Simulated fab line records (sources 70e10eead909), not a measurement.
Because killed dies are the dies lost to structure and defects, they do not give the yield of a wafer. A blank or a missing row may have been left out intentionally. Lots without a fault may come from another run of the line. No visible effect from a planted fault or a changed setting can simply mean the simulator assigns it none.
Chamber matching    flow nand_harc    4 sister chambers for NHARC_P_GATE_ETCH_104 on rie_diel-08
The step etches the open film in CF4/CHF3, target depth 60 nm. 8 wafers are shown with their chamber, then 8 later ones without.

== WAFERS WITH THEIR CHAMBER ==
wafer   chamber  drypump_motor_current_A (A)  rf_vpp_V (V)
L078.5  3        5.28                         367.4
L081.1  2        6.00                         367.3
L081.2  1        5.92                         372.3
L081.3  3        5.27                         367.1
L086.2  0        5.46                         370.4
L086.5  1        5.90                         372.3
L086.6  0        5.47                         370.7
L092.1  2        6.00                         367.4

== WAFERS WHOSE CHAMBER IS MISSING ==
wafer   drypump_motor_current_A (A)  rf_vpp_V (V)
L092.2  5.91                         372.6
L092.5  5.91                         371.9
L093.1  5.90                         372.9
L093.2  5.99                         369.2
L093.5  6.00                         371.0
L096.1  5.92                         373.1
L096.3  5.48                         369.4
L096.4  5.28                         367.4

== WHICH CHAMBER EACH ONE RAN IN ==
wafer    from the rows above   in truth
L092.2   1                     1
L092.5   1                     1
L093.1   1                     1
L093.2   2                     2
L093.5   1                     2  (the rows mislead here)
L096.1   1                     1
L096.3   0                     0
L096.4   3                     3
Correct placement for 7 of the 8. From these rows, 0 cannot be placed. Wrongly placed: 1.
How it was worked out, from the rows above alone: a wafer's distance from a chamber is the root of the sum, over the readings, of the square of ((its reading less the chamber's mean) divided by the reading's scatter). If the next closest chamber is less than 2 further off than the closest, the wafer can't be placed; otherwise it belongs to the closest. A chamber's mean is the mean of its shown wafers. The scatter is the square root of a quotient: the sum, over the shown wafers, of each reading's squared deviation from its chamber's mean, divided by wafers minus chambers.
